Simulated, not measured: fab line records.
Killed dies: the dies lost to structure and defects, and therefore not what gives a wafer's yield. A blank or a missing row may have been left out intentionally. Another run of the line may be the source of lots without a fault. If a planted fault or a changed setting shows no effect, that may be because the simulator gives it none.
What tool caused it?    flow nand-harc    7 lots, 20 wafers sampled, at 4 steps of a route of 1159

WHAT EACH GAUGE READ, for each wafer
NHARC_A_SOURCE_PLATE_THK_MEAS_09: measures by ellipsometry.
lot   measured      on             thk-nm (nm)
L104  day 7 18:42   film-metro-02  12.0 10.6 10.5
L108  day 8 15:45   film-metro-02  15.4 13.1
L111  day 8 14:56   film-metro-02  10.8 10.1 10.2
L116  day 10 07:26  film-metro-02  12.7 10.7 10.1
L119  day 10 21:17  film-metro-01  11.5 9.8 10.3
L122  day 11 21:55  film-metro-02  11.6 10.2 8.5
L124  day 12 05:30  film-metro-01  11.6 10.7 9.6

EACH LOT AND THE TOOL THAT RAN IT (in order: tool; ch and the chambers of the sampled wafers; start)
lot   NHARC_P_M2_ANNEAL_31              NHARC_P_M2_DEP_33                NHARC_A_SOURCE_PLATE_OXIDE_02
L104  rtp-anneal-01 ch 0, day 7 05:24   pecvd-02 ch 0,2, day 7 06:22     furnace-01 ch 0, day 7 14:41
L108  rtp-anneal-01 ch 0, day 7 12:18   pecvd-03 ch 1,2, day 7 13:10     furnace-01 ch 0, day 8 02:14
L111  rtp-anneal-02 ch 0, day 7 23:41   pecvd-02 ch 0,1,2, day 8 00:37   furnace-03 ch 0, day 8 10:55
L116  rtp-anneal-01 ch 0, day 9 16:29   pecvd-03 ch 0,1,2, day 9 17:29   furnace-03 ch 0, day 10 03:21
L119  rtp-anneal-02 ch 0, day 10 06:10  pecvd-01 ch 0,1,2, day 10 07:11  furnace-03 ch 0, day 10 17:13
L122  rtp-anneal-02 ch 0, day 11 03:36  pecvd-03 ch 0,1,2, day 11 05:22  furnace-01 ch 0, day 11 17:53
L124  rtp-anneal-02 ch 0, day 11 13:22  pecvd-03 ch 0,1,2, day 11 14:23  furnace-01 ch 0, day 12 01:31
- NHARC_P_M2_ANNEAL_31: time 90 s.
- NHARC_P_M2_DEP_33: deposits SiCN, target thk 30 nm.
- NHARC_A_SOURCE_PLATE_OXIDE_02: material SiO2, target thk 10 nm, ox time 1362 s.

THE ANSWER, worked out from the rows above alone
Rule: what is usual is taken from the lots themselves. Put in order of their means at a reading, lots are off if they are a third of the lots or fewer, leave a main group of 4 or more, and stand apart from it by a gap of 3 or more times the standard deviation of the main group's means; of several such gaps the widest counts. A main group is skipped when, at the precision printed for the reading in the tables above, its means are all equal. Also off: a lot with no number at a reading for which 4 or more lots have one. Where the step has rows for the other lots, those lots are counted as sound.
Off: L108 (NHARC_A_SOURCE_PLATE_THK_MEAS_09, thk-nm). Main group: mean 10.6 nm, sd 0.37.
A tool fits if, at a process step before that reading, it ran every lot that is off, and no sound lot after the first of them. Gauges at NHARC_A_SOURCE_PLATE_THK_MEAS_09: tried the same way as those tools. None of those tried fits.

WHAT WAS PUT IN BY THE SIMULATOR
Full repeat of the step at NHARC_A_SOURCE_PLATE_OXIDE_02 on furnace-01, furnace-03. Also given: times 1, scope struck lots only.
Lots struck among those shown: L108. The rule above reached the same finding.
